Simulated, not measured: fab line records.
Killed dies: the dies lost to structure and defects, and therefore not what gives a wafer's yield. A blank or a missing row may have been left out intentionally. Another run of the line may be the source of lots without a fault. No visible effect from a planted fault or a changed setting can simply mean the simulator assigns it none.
fab line records ; flow n5-finfet
record: lots: 6; wafers: 18; last-day: 18
route steps=1938 shown BEOL_M4@1052 PASSIVATION@1936
lots that met no fault: taken from a fault-free run of the same line
start-h: hours from the record's opening day to when the first of the lot's shown wafers began ; wait-h: how many hours have passed since the lot's step before this one ; " identical to the entry in the row above ; L1.1+2: several wafers, shown together as one row ; - either no value or no given start ; * or withheld: withheld ; < > ~ a bound
route shown NAME@n: names a module that has steps shown in the file, with the first one's number in the route ; usual: mean and standard deviation over wafers with no fault ; same: alike in all rows ; chamber/n: place in a boat ; sites: per-site readings ; _std_site: the standard deviation of these ; _edge_site: mean of outer sites minus mean of inner sites ; radius-mm: for every site, how far away it sits from the centre of the wafer ; mask NAME#n: copy n ; behind: the last tool/chamber to shape the wafer ; hold: reason for holding the lot/hours on hold/outcome of the hold ; device: the transistor (n, p or np) that didn't switch ; end of line: the tests these same wafers got at the end of their route ; for a step that has no rows: nothing shown but its recipe ; killed: dies lost to structure and defects at the first sort, not the wafer's yield ; map: the dies of a wafer, with x for killed, . for not killed, _ for no die there
set.NAME: the run value of the setting; set.NAME@STEP: its run value at that earlier step ; model.NAME: the simulator's own value behind a step, which no gauge read
lots at some steps of the route; a table a step, a row a wafer
services: from which hour (start-h, from the record's first day; less than 0 if before it) a tool's chamber was out of use, for how many hours, and why
== steps ==
step: N5_BEOL_M4_SOFTBAKE_23
recipe: temp-c: 110; time-s: 60; resist: CAR-EUV
step: N5_BEOL_M4_EXPOSE_25
recipe: mask-id: V3; na: 0.33; source-shape: quasar; sigma-inner: 0.2; sigma-outer: 0.8; polarization: unpolarized; defocus-nm: 5; dose-mj: 63
step: N5_BEOL_M4_PEB_26
recipe: peb-temp-c: 100; peb-time-s: 60; resist: CAR-EUV
step: N5_BEOL_M4_DEVELOP_27
recipe: develop-time-s: 30; developer: TMAH; resist: CAR-EUV; rinse-liquid: surfactant-rinse; dry: air-spin; dev-temp-c: 23
step: N5_BEOL_M4_CD_MEAS_28
recipe: target-cd-nm: 26.2; landing-energy-ev: 500; detector: se-inlens; target-cd-y-nm: 24.1; polarity: opening
usual: cd-nm: 26.10/0.29
lot.wafer;tool;chamber;start-h;wait-h;cd-nm
L223.1;cd-sem-02;0;221.03;-;26.35
L223.2;cd-sem-02;0;221.03;-;25.86
L223.3;cd-sem-02;0;221.03;-;26.21
L225.2;cd-sem-02;0;221.22;-;26.04
L225.3;cd-sem-02;0;221.22;-;26.16
L225.5;cd-sem-02;0;221.22;-;26.34
L224.1;cd-sem-02;0;222.50;-;25.96
L224.5;cd-sem-02;0;222.50;-;26.17
L224.6;cd-sem-02;0;222.50;-;26.15
L231.1;cd-sem-03;0;274.17;-;26.16
L231.3;cd-sem-03;0;274.17;-;26.24
L231.6;cd-sem-03;0;274.17;-;26.00
L235.2;cd-sem-03;0;303.74;-;25.52
L235.4;cd-sem-03;0;303.74;-;25.73
L235.6;cd-sem-03;0;303.74;-;25.75
L237.3;cd-sem-02;0;307.07;-;26.27
L237.5;cd-sem-02;0;307.07;-;26.21
L237.6;cd-sem-02;0;307.07;-;26.13
step: N5_BEOL_M4_OVL_MEAS_29
recipe: points-per-wafer: 522
usual: V3_OVL: 0.4/0.68
same: points-per-wafer: 522
lot.wafer;tool;chamber;start-h;wait-h;V3_OVL[nm]
L223.1;overlay-01;0;221.06;0.0;0.4
L223.2;overlay-01;0;221.06;0.0;-0.3
L223.3;overlay-01;0;221.06;0.0;0.3
L225.2;overlay-02;0;221.25;0.0;0.5
L225.3;overlay-02;0;221.25;0.0;-0.4
L225.5;overlay-02;0;221.25;0.0;-1.0
L224.1;overlay-02;0;222.53;0.0;0.7
L224.5;overlay-02;0;222.53;0.0;0.1
L224.6;overlay-02;0;222.53;0.0;0.3
L231.1;overlay-01;0;274.20;0.0;0.4
L231.3;overlay-01;0;274.20;0.0;-0.2
L231.6;overlay-01;0;274.20;0.0;0.7
L235.2;overlay-01;0;303.78;0.0;-1.3
L235.4;overlay-01;0;303.78;0.0;-0.5
L235.6;overlay-01;0;303.78;0.0;0.6
L237.3;overlay-02;0;307.11;0.0;1.0
L237.5;overlay-02;0;307.11;0.0;0.3
L237.6;overlay-02;0;307.11;0.0;0.4
step: N5_BEOL_M4_INSPECT_30
recipe: mode: adi; inspect-instrument: brightfield
usual: raw-defect-count: 399/110
lot.wafer;tool;chamber;start-h;wait-h;raw-defect-count
L223.1;defect-inspect-01;-;221.12;0.1;389
L223.2;defect-inspect-01;-;221.12;0.1;357
L223.3;defect-inspect-01;-;221.12;0.1;359
L225.2;defect-inspect-02;-;221.30;0.0;572
L225.3;defect-inspect-02;-;221.30;0.0;678
L225.5;defect-inspect-02;-;221.30;0.0;667
L224.1;defect-inspect-01;-;222.58;0.1;308
L224.5;defect-inspect-01;-;222.58;0.1;312
L224.6;defect-inspect-01;-;222.58;0.1;261
L231.1;defect-inspect-01;-;274.25;0.1;481
L231.3;defect-inspect-01;-;274.25;0.1;497
L231.6;defect-inspect-01;-;274.25;0.1;911
L235.2;defect-inspect-01;-;303.83;0.0;350
L235.4;defect-inspect-01;-;303.83;0.0;357
L235.6;defect-inspect-01;-;303.83;0.0;324
L237.3;defect-inspect-01;-;307.15;0.0;357
L237.5;defect-inspect-01;-;307.15;0.0;347
L237.6;defect-inspect-01;-;307.15;0.0;393
step: N5_BEOL_M4_DESCUM_33
recipe: chemistry: O2; time-s: 7; source-power-w: 50; bias-power-w: 20; pressure-mtorr: 20; rf-frequency-hz: 2.712e+07; temp-c: 40; resist: CAR-EUV; o2-flow-sccm: 225
usual: bias-power-w: 19.99/0.063; drypump-motor-current-A: 5.7/0.57; oes-product-au: 0.81/0.082; rf-vpp-V: 243.2/1.4; showerhead-plenum-p-Torr: 2.11/0.072; throttle-valve-pct: 20.37/0.2
lot.wafer;tool;chamber;start-h;wait-h;bias-power-w;drypump-motor-current-A;oes-product-au;rf-hours-counter-h;rf-vpp-V;showerhead-plenum-p-Torr;throttle-valve-pct
L223.1;rie-diel-02;1;221.16;0.0;20.00;5.3;0.73;188;243.8;2.09;20.35
L223.2;rie-diel-02;2;221.16;0.0;20.06;4.7;0.76;136;245.2;2.19;20.13
L223.3;rie-diel-02;0;221.16;0.0;20.07;5.5;0.75;147;244.2;2.07;20.16
L225.2;rie-diel-02;1;221.34;0.0;20.01;5.3;0.73;188;242.9;2.09;20.35
L225.3;rie-diel-02;2;221.34;0.0;20.10;4.7;0.77;136;243.5;2.19;20.15
L225.5;rie-diel-02;0;221.34;0.0;19.97;5.5;0.75;-;243.4;2.07;20.15
L224.1;rie-diel-06;0;222.62;0.0;19.99;4.8;0.84;68;243.1;2.03;20.29
L224.5;rie-diel-06;2;222.62;0.0;19.97;6.4;0.88;-;244.2;2.25;20.43
L224.6;rie-diel-06;0;222.62;0.0;19.92;4.8;0.84;-;242.4;2.03;20.29
L231.1;rie-diel-05;2;274.35;0.1;20.13;6.5;0.83;64;245.6;2.20;20.31
L231.3;rie-diel-05;0;274.35;0.1;19.84;5.5;0.77;141;241.5;2.01;20.30
L231.6;rie-diel-05;2;274.35;0.1;19.98;6.5;0.83;-;244.7;2.20;20.30
L235.2;rie-diel-05;1;303.86;0.0;20.00;5.4;0.93;25;241.5;2.08;20.36
L235.4;rie-diel-05;0;303.86;0.0;19.97;5.4;0.75;150;241.4;2.01;20.32
L235.6;rie-diel-05;3;303.86;0.0;20.02;5.7;0.84;-;241.9;2.04;20.66
L237.3;rie-diel-05;3;307.19;0.0;20.00;5.7;0.84;56;242.1;2.04;20.66
L237.5;rie-diel-05;3;307.19;0.0;20.00;5.8;0.84;-;243.0;2.04;20.66
L237.6;rie-diel-05;2;307.19;0.0;19.95;6.5;0.82;-;243.8;2.20;20.31
step: N5_BEOL_M4_ETCH_77
recipe: chemistry: N2/H2; target: underlayer; target-depth-a: 65; mask-material: CAR-EUV; time-s: 5.2; ion-energy-ev: 200; pressure-mtorr: 30; source-w: 840; bias-w: 150; n2-flow-sccm: 200; h2-flow-sccm: 200; ends: cleared
usual: drypump-motor-current-A: 5.7/0.57; etch-rf-on-time-s: 5.25/0.15; n2-flow-sccm: 200.1/0.59; oes-product-au: 0.69/0.067; rf-vpp-V: 524.1/2.7; showerhead-plenum-p-Torr: 2.55/0.079; throttle-valve-pct: 17.74/0.27
lot.wafer;tool;chamber;start-h;wait-h;drypump-motor-current-A;etch-rf-on-time-s;n2-flow-sccm;oes-product-au;rf-hours-counter-h;rf-vpp-V;showerhead-plenum-p-Torr;throttle-valve-pct
L223.1;rie-diel-02;1;221.19;0.0;5.3;5.25;200.2;0.62;188;521.7;2.53;17.76
L223.2;rie-diel-02;2;221.19;0.0;4.7;5.31;199.2;0.66;136;527.6;2.63;17.35
L223.3;rie-diel-02;0;221.19;0.0;5.5;5.04;200.9;0.67;147;522.6;2.56;17.84
L225.2;rie-diel-02;1;221.37;0.0;5.3;5.33;199.0;0.63;188;523.5;2.53;17.77
L225.3;rie-diel-02;2;221.37;0.0;4.7;5.33;200.9;0.65;136;525.3;2.63;17.35
L225.5;rie-diel-02;0;221.37;0.0;5.5;5.08;199.8;0.67;-;524.6;2.56;17.87
L224.1;rie-diel-06;0;222.65;0.0;4.8;5.07;199.5;0.72;68;524.7;2.50;17.99
L224.5;rie-diel-06;2;222.65;0.0;6.4;5.01;199.8;0.76;-;528.2;2.69;17.55
L224.6;rie-diel-06;0;222.65;0.0;4.8;5.06;199.3;0.73;-;521.4;2.50;17.97
L231.1;rie-diel-05;2;274.39;0.0;6.5;5.51;199.2;0.69;64;526.2;2.68;17.77
L231.3;rie-diel-05;0;274.39;0.0;5.4;5.32;200.1;0.65;141;521.9;2.46;17.95
L231.6;rie-diel-05;2;274.39;0.0;6.4;5.45;199.8;0.70;-;526.8;2.68;17.77
L235.2;rie-diel-05;1;303.90;0.0;5.4;5.02;200.2;0.78;25;522.4;2.48;17.58
L235.4;rie-diel-05;0;303.90;0.0;5.5;5.30;199.7;0.64;150;520.7;2.46;17.97
L235.6;rie-diel-05;3;303.90;0.0;5.7;5.30;200.3;0.72;-;521.0;2.48;18.05
L237.3;rie-diel-05;3;307.22;0.0;5.7;5.39;199.7;0.72;56;522.6;2.48;18.07
L237.5;rie-diel-05;3;307.22;0.0;5.6;5.40;199.8;0.70;-;521.4;2.48;18.08
L237.6;rie-diel-05;2;307.22;0.0;6.5;5.48;199.3;0.68;-;527.6;2.68;17.81
step: N5_BEOL_M4_ETCH_69
recipe: chemistry: CF4; target: SiARC; target-depth-a: 156; mask-material: CAR-EUV; time-s: 26; ion-energy-ev: 80; pressure-mtorr: 40; source-w: 545; bias-w: 36; Ar_flow_sccm: 100; cf4-flow-sccm: 100; ends: cleared
usual: drypump-motor-current-A: 5.7/0.57; etch-rf-on-time-s: 26.2/0.8; oes-product-au: 0.69/0.065; rf-vpp-V: 184.2/1.1; showerhead-plenum-p-Torr: 2.15/0.069; throttle-valve-pct: 15.52/0.2
lot.wafer;tool;chamber;start-h;wait-h;drypump-motor-current-A;etch-rf-on-time-s;oes-product-au;rf-hours-counter-h;rf-vpp-V;showerhead-plenum-p-Torr;throttle-valve-pct
L223.1;rie-diel-02;1;221.21;0.0;5.3;26.3;0.62;188;184.0;2.16;15.72
L223.2;rie-diel-02;2;221.21;0.0;4.8;26.7;0.65;136;185.6;2.22;15.33
L223.3;rie-diel-02;0;221.21;0.0;5.5;25.4;0.67;147;182.8;2.14;15.52
L225.2;rie-diel-02;1;221.39;0.0;5.3;26.1;0.63;188;183.2;2.16;15.71
L225.3;rie-diel-02;2;221.39;0.0;4.7;26.6;0.66;136;185.3;2.22;15.34
L225.5;rie-diel-02;0;221.39;0.0;5.5;25.1;0.67;-;183.5;2.14;15.51
L224.1;rie-diel-06;0;222.67;0.0;4.8;25.8;0.72;68;183.4;2.08;15.41
L224.5;rie-diel-06;2;222.67;0.0;6.4;25.4;0.75;-;185.6;2.27;15.41
L224.6;rie-diel-06;0;222.67;0.0;4.8;26.1;0.71;-;184.1;2.08;15.42
L231.1;rie-diel-05;2;274.41;0.0;6.5;27.3;0.71;64;185.8;2.27;15.53
L231.3;rie-diel-05;0;274.41;0.0;5.5;26.5;0.65;141;183.9;2.06;15.55
L231.6;rie-diel-05;2;274.41;0.0;6.5;27.3;0.69;-;185.0;2.27;15.54
L235.2;rie-diel-05;1;303.92;0.0;5.4;25.2;0.79;25;182.4;2.11;15.29
L235.4;rie-diel-05;0;303.92;0.0;5.4;27.1;0.64;150;182.9;2.06;15.55
L235.6;rie-diel-05;3;303.92;0.0;5.6;27.5;0.71;-;183.2;2.08;15.61
L237.3;rie-diel-05;3;307.24;0.0;5.8;27.1;0.71;56;183.2;2.08;15.62
L237.5;rie-diel-05;3;307.24;0.0;5.8;27.2;0.72;-;182.8;2.08;15.60
L237.6;rie-diel-05;2;307.24;0.0;6.5;26.8;0.70;-;185.6;2.27;15.54
step: N5_BEOL_M4_ALD_98
recipe: material: SiO2; target-thk-a: 25; temp-c: 100; ald-precursor-family: BDEAS; ald-co-reactant: O2-plasma; pulse-time-s: 1; co-reactant-pulse-time-s: 1; purge-time-s: 2; co-reactant-purge-time-s: 2; ald-cycles: 17; pressure-torr: 2
usual: heater-power-w: 79/5.2; precursor-pulse-height-rel: 1.001/0.021
same: pulse-time-s: 1; purge-time-s: 2
lot.wafer;tool;chamber;start-h;wait-h;heater-power-w;precursor-pulse-height-rel
L223.1;ald-sin-02;1;221.29;0.1;71;1.009
L223.2;ald-sin-02;2;221.29;0.1;73;0.994
L223.3;ald-sin-02;0;221.29;0.1;74;1.018
L225.2;ald-sin-04;2;221.47;0.1;72;1.014
L225.3;ald-sin-04;3;221.47;0.1;84;1.002
L225.5;ald-sin-04;3;221.47;0.1;85;1.028
L224.1;ald-sin-04;2;223.04;0.3;72;1.000
L224.5;ald-sin-04;3;223.04;0.3;84;1.000
L224.6;ald-sin-04;2;223.04;0.3;74;1.011
L231.1;ald-sin-04;2;274.49;0.1;74;0.998
L231.3;ald-sin-04;0;274.49;0.1;75;1.003
L231.6;ald-sin-04;2;274.49;0.1;72;0.961
L235.2;ald-sin-01;3;304.35;0.4;86;1.013
L235.4;ald-sin-01;1;304.35;0.4;76;1.048
L235.6;ald-sin-01;0;304.35;0.4;86;0.980
L237.3;ald-sin-01;3;307.44;0.2;85;0.988
L237.5;ald-sin-01;0;307.44;0.2;85;1.021
L237.6;ald-sin-01;3;307.44;0.2;85;0.995
step: N5_BEOL_M4_ETCHBACK_99
recipe: chemistry: CHF3; target: SiO2; target-depth-a: 50; time-s: 10.4; source-w: 215; bias-w: 47; Ar_flow_sccm: 200; CHF3_flow_sccm: 12; ion-energy-ev: 100; pressure-mtorr: 30
usual: drypump-motor-current-A: 5.5/0.58; oes-product-au: 0.77/0.077; rf-vpp-V: 239/5.7; showerhead-plenum-p-Torr: 2.16/0.06; throttle-valve-pct: 16.99/0.2
lot.wafer;tool;chamber;start-h;wait-h;drypump-motor-current-A;oes-product-au;rf-hours-counter-h;rf-vpp-V;showerhead-plenum-p-Torr;throttle-valve-pct
L223.1;rie-diel-02;0;225.27;3.9;5.5;0.78;148;236;2.15;16.97
L223.2;rie-diel-02;3;225.27;3.9;6.4;0.68;226;233;2.12;17.24
L223.3;rie-diel-02;2;225.27;3.9;4.7;0.76;137;243;2.24;16.78
L225.2;rie-diel-06;2;229.88;8.4;6.4;0.87;48;248;2.27;16.83
L225.3;rie-diel-06;3;229.88;8.4;5.7;0.92;15;239;2.10;16.56
L225.5;rie-diel-06;1;229.88;8.4;5.5;0.98;-;229;2.21;17.02
L224.1;rie-diel-02;3;230.02;6.9;6.5;0.68;228;232;2.12;17.23
L224.5;rie-diel-02;1;230.02;6.9;5.3;0.73;-;246;2.16;17.11
L224.6;rie-diel-02;0;230.02;6.9;5.5;0.77;-;236;2.15;16.98
L231.1;rie-diel-05;1;276.29;1.7;5.4;0.94;14;232;2.12;16.75
L231.3;rie-diel-05;2;276.29;1.7;6.5;0.82;64;243;2.28;17.00
L231.6;rie-diel-05;0;276.29;1.7;5.5;0.76;-;240;2.06;16.95
L235.2;rie-diel-02;0;304.87;0.5;5.5;0.76;177;237;2.14;17.03
L235.4;rie-diel-02;1;304.87;0.5;5.3;0.71;-;245;2.15;17.16
L235.6;rie-diel-02;2;304.87;0.5;4.7;0.74;-;242;2.23;16.84
L237.3;rie-diel-02;1;308.07;0.6;5.3;0.72;218;247;2.15;17.18
L237.5;rie-diel-02;0;308.07;0.6;5.5;0.76;-;237;2.14;17.02
L237.6;rie-diel-02;2;308.07;0.6;4.7;0.74;-;243;2.23;16.84
step: N5_BEOL_M4_ETCH_70
recipe: chemistry: N2/H2; target: SOC; target-depth-a: 800; overetch-a: 240; mask-material: SiARC; temp-c: 40; time-s: 130; ion-energy-ev: 200; pressure-mtorr: 30; source-w: 840; bias-w: 150; n2-flow-sccm: 200; h2-flow-sccm: 200
usual: drypump-motor-current-A: 5.6/0.58; n2-flow-sccm: 200.0/0.61; oes-product-au: 0.57/0.055; rf-vpp-V: 524.1/2; showerhead-plenum-p-Torr: 2.55/0.062; temp-c: 40.01/0.1; throttle-valve-pct: 17.71/0.25
lot.wafer;tool;chamber;start-h;wait-h;drypump-motor-current-A;n2-flow-sccm;oes-product-au;rf-hours-counter-h;rf-vpp-V;showerhead-plenum-p-Torr;temp-c;throttle-valve-pct
L223.1;rie-diel-02;0;225.30;0.0;5.5;200.8;0.57;148;524.6;2.56;37.77;17.81
L223.2;rie-diel-02;3;225.30;0.0;6.5;201.2;0.51;226;522.7;2.52;37.49;17.98
L223.3;rie-diel-02;2;225.30;0.0;4.7;201.3;0.57;137;527.1;2.63;37.65;17.30
L225.2;rie-diel-06;2;229.92;0.0;6.4;200.1;0.64;48;527.8;2.69;40.19;17.51
L225.3;rie-diel-06;3;229.92;0.0;5.7;199.9;0.69;15;522.2;2.46;40.04;17.18
L225.5;rie-diel-06;1;229.92;0.0;5.5;198.7;0.72;-;525.6;2.58;40.16;17.39
L224.1;rie-diel-02;3;230.06;0.0;6.5;199.8;0.51;228;522.4;2.52;37.64;17.96
L224.5;rie-diel-02;1;230.06;0.0;5.3;200.2;0.54;-;523.9;2.52;37.56;17.71
L224.6;rie-diel-02;0;230.06;0.0;5.5;199.4;0.56;-;523.7;2.56;37.80;17.82
L231.1;rie-diel-05;1;276.32;0.0;5.4;200.4;0.68;14;521.5;2.49;39.98;17.49
L231.3;rie-diel-05;2;276.32;0.0;6.5;200.2;0.62;64;527.7;2.68;40.00;17.75
L231.6;rie-diel-05;0;276.32;0.0;5.4;200.0;0.57;-;520.8;2.46;40.15;17.87
L235.2;rie-diel-02;0;304.91;0.0;5.5;200.0;0.55;177;523.1;2.55;39.94;17.85
L235.4;rie-diel-02;1;304.91;0.0;5.3;200.0;0.53;-;524.1;2.51;39.98;17.76
L235.6;rie-diel-02;2;304.91;0.0;4.7;200.1;0.55;-;529.2;2.62;39.97;17.35
L237.3;rie-diel-02;1;308.11;0.0;5.3;199.6;0.52;218;522.6;2.51;40.12;17.76
L237.5;rie-diel-02;0;308.11;0.0;5.5;199.9;0.54;-;522.9;2.55;40.06;17.86
L237.6;rie-diel-02;2;308.11;0.0;4.7;199.9;0.55;-;527.7;2.62;39.95;17.36
step: N5_BEOL_M4_STRIP_71
recipe: chemistry: N2/H2; temp-c: 40; n2-flow-sccm: 200; h2-flow-sccm: 200; rf-frequency-hz: 6e+07
step: N5_BEOL_M4_RC_MEAS_101
usual: DIBL_N: 37.1/2.4; DIBL_P: 37/3; IOFF_N: 0.18/0.053; IOFF_P: 0.21/0.05; ION_N: 674/14; ION_P: 459/9.2; SS_N: 72.1/0.9; SS_P: 73.4/0.89; VT_N: 250/3.8; VT_P: -251/3.7
lot.wafer;tool;chamber;start-h;wait-h;DIBL_N[mV/V];DIBL_P[mV/V];IOFF_N[nA/um];IOFF_P[nA/um];ION_N[uA/um];ION_P[uA/um];SS_N[mV/dec];SS_P[mV/dec];VT_N[mV];VT_P[mV]
L223.1;prober-01;0;229.62;0.0;37.4;35;0.15;0.16;662;448;71.6;72.4;251;-257
L223.2;prober-01;0;229.62;0.0;38.4;36;0.19;0.19;681;452;71.8;73.2;245;-253
L223.3;prober-01;0;229.62;0.0;33.7;32;0.10;0.13;653;448;71.1;72.6;257;-258
L225.2;prober-01;0;234.37;0.2;35.5;36;0.17;0.20;683;463;72.0;74.1;249;-250
L225.3;prober-01;0;234.37;0.2;40.9;39;0.32;0.26;686;468;74.2;74.3;244;-246
L225.5;prober-01;0;234.37;0.2;38.3;37;0.21;0.21;674;466;73.2;73.6;247;-248
L224.1;prober-02;0;234.74;0.0;37.9;39;0.20;0.24;687;469;71.9;74.3;247;-251
L224.5;prober-02;0;234.74;0.0;33.3;34;0.12;0.16;660;458;71.1;73.4;254;-257
L224.6;prober-02;0;234.74;0.0;38.5;37;0.22;0.20;666;452;73.4;73.0;249;-252
L231.1;prober-02;0;282.45;0.0;36.1;37;0.17;0.24;683;474;71.3;73.0;246;-247
L231.3;prober-02;0;282.45;0.0;35.6;33;0.14;0.18;670;452;71.2;72.0;253;-251
L231.6;prober-02;0;282.45;0.0;36.8;37;0.18;0.24;683;471;72.2;73.0;248;-247
L235.2;prober-02;0;309.45;0.2;36.6;37;0.19;0.18;665;444;73.1;73.8;248;-254
L235.4;prober-02;0;309.45;0.2;32.3;33;0.11;0.14;658;448;70.8;71.9;252;-259
L235.6;prober-02;0;309.45;0.2;30.6;29;0.09;0.10;637;431;71.0;71.6;257;-261
L237.3;prober-01;0;312.76;0.3;37.9;37;0.19;0.20;679;455;72.6;72.7;249;-251
L237.5;prober-01;0;312.76;0.3;39.7;39;0.22;0.23;686;462;73.2;72.7;248;-248
L237.6;prober-01;0;312.76;0.3;40.3;40;0.21;0.24;682;449;72.5;74.8;248;-252
step: N5_PASSIVATION_PROBE_49
usual: defect-limited-yield: 91.6/1.4; killed_at_M0_to_M3: 32/9.5; killed_at_M4_up: 13/6; killed-at-contacts: 12/5.6; killed-at-front-end: 39/11; killed-at-other: 2.8/2.3; killed-dies: 99/16; killed-open: 65/12; killed-short: 32/7.6; sort_bin_4_leakage: 0.1/0.88; sort_bin_5_function: 4.8/0.88; sort_bin_6_memory: 3.2/0.65; sort_bin_8_speed: 0.2/2; sort-n-pass: 1077/29; sort-yield-pct: 91.2/2.5
same: gross-dies: 1180; killed-at-back-side: 0
lot.wafer;tool;chamber;start-h;wait-h;defect-limited-yield[%];killed_at_M0_to_M3;killed_at_M4_up;killed-at-contacts;killed-at-front-end;killed-at-other;killed-dies;killed-open;killed-short;sort_bin_4_leakage[%];sort_bin_5_function[%];sort_bin_6_memory[%];sort_bin_8_speed[%];sort-n-pass;sort-yield-pct[%]
L223.1;prober-01;-;335.28;0.0;91.5;31;12;11;43;3;100;58;30;0;4.7;2.8;0;1080;91.5
L223.2;prober-01;-;335.33;0.1;90.9;35;13;20;39;0;107;66;36;0;5.3;3.3;0;1073;90.9
L223.3;prober-01;-;335.38;0.1;89.8;49;21;14;34;2;120;85;33;0;5.8;4.2;0;1060;89.8
L225.2;prober-02;-;337.32;0.1;89.3;45;19;13;47;2;126;85;37;0;6.5;3.5;0;1054;89.3
L225.5;prober-02;-;337.47;0.2;90.4;46;20;9;35;3;113;67;41;0;5.3;3.6;0;1067;90.4
killed by level:class
L223.1 MOL_CONTACT_COAG:geometric-particle:open=10 BEOL_M0_SAQP:geometric-particle:short=10 FIN_SAQP:geometric-particle:short=9 HKMG_FIN:area-etch=9 STI_FIN_REVEAL:geometric-particle:open=8 BEOL_M0_SAQP:geometric-particle:open=8 FIN_SAQP:geometric-particle:open=6 BEOL_M1:geometric-particle:open=5
L223.2 MOL_CONTACT_COAG:geometric-particle:open=15 BEOL_M0_SAQP:geometric-particle:short=14 FIN_SAQP:geometric-particle:short=8 DUMMY_GATE:geometric-particle:open=7 BEOL_M0_SAQP:geometric-particle:open=7 FIN_SAQP:geometric-particle:open=6 STI_FIN_REVEAL:geometric-particle:open=5 MOL_CONTACT_COAG:geometric-particle:short=5
L223.3 MOL_CONTACT_COAG:geometric-particle:open=14 BEOL_M0_SAQP:geometric-particle:short=13 BEOL_M0_SAQP:geometric-particle:open=11 DUMMY_GATE:geometric-particle:open=8 BEOL_M4:geometric-particle:open=8 FIN_SAQP:geometric-particle:short=7 BEOL_M0:geometric-particle:open=7 BEOL_M2:geometric-particle:open=7
L225.2 FIN_SAQP:geometric-particle:open=13 BEOL_M4:geometric-particle:open=12 BEOL_M0_SAQP:geometric-particle:open=11 BEOL_M0_SAQP:geometric-particle:short=11 MOL_CONTACT_COAG:geometric-particle:open=10 BEOL_M2:geometric-particle:open=8 FIN_SAQP:geometric-particle:short=6 GATE_CUT:geometric-particle:short=6
L225.5 BEOL_M0_SAQP:geometric-particle:short=18 BEOL_M0_SAQP:geometric-particle:open=13 FIN_SAQP:geometric-particle:short=10 BEOL_M4:geometric-particle:open=9 FIN_SAQP:geometric-particle:open=7 MOL_CONTACT_COAG:geometric-particle:open=7 BEOL_M2:geometric-particle:open=5 BEOL_M0:geometric-particle:open=5
== services ==
tool;chamber;start-h;hours;kind
rie-diel-05;-;198.73;14.6;pm
ald-sin-04;2;202.84;1.5;repair
ald-sin-04;3;216.15;3.2;repair
rie-diel-05;1;216.85;-;clean
rie-diel-05;1;216.85;-;consumable-replace:focus-ring
rie-diel-05;0;231.06;1.6;repair
rie-diel-06;-;236.71;0.9;repair
rie-diel-06;0;252.51;12.0;repair
ald-sin-01;1;258.05;2.6;repair
rie-diel-02;3;262.99;5.7;repair
ald-sin-04;-;267.23;6.0;pm
ald-sin-01;-;268.28;14.0;pm
ald-sin-02;-;269.54;0.5;repair
rie-diel-02;-;271.93;0.3;repair
ald-sin-02;0;278.94;33.1;repair
rie-diel-05;0;291.72;5.4;repair
rie-diel-02;3;294.43;-;clean
rie-diel-02;3;294.43;-;consumable-replace:esc
rie-diel-02;3;294.43;-;consumable-replace:focus-ring
rie-diel-02;3;294.43;26.6;scheduled-down
rie-diel-02;3;294.43;26.6;vent-cycle
rie-diel-06;0;295.00;3.9;repair
ald-sin-01;2;306.26;3.2;repair
ald-sin-01;-;306.32;0.4;repair
== key ==
first-sign: step: N5_BEOL_M4_ETCH_70; reading: temp-c; direction: down; sigmas: 23; usual: *; struck: *
effect none on later readings
met-at N5_BEOL_M4_ETCH_70
struck-wafers L223.1,L223.2,L223.3,L224.1,L224.5,L224.6
fault: kind: process-parameter-drift; tool: rie-diel-02; chamber: -; onset-h: 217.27; steps: N5_BEOL_M4_ETCH_70; channel: temp-c; offset: *; shape: step; end-h: 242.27; acts-in: *; stated: *
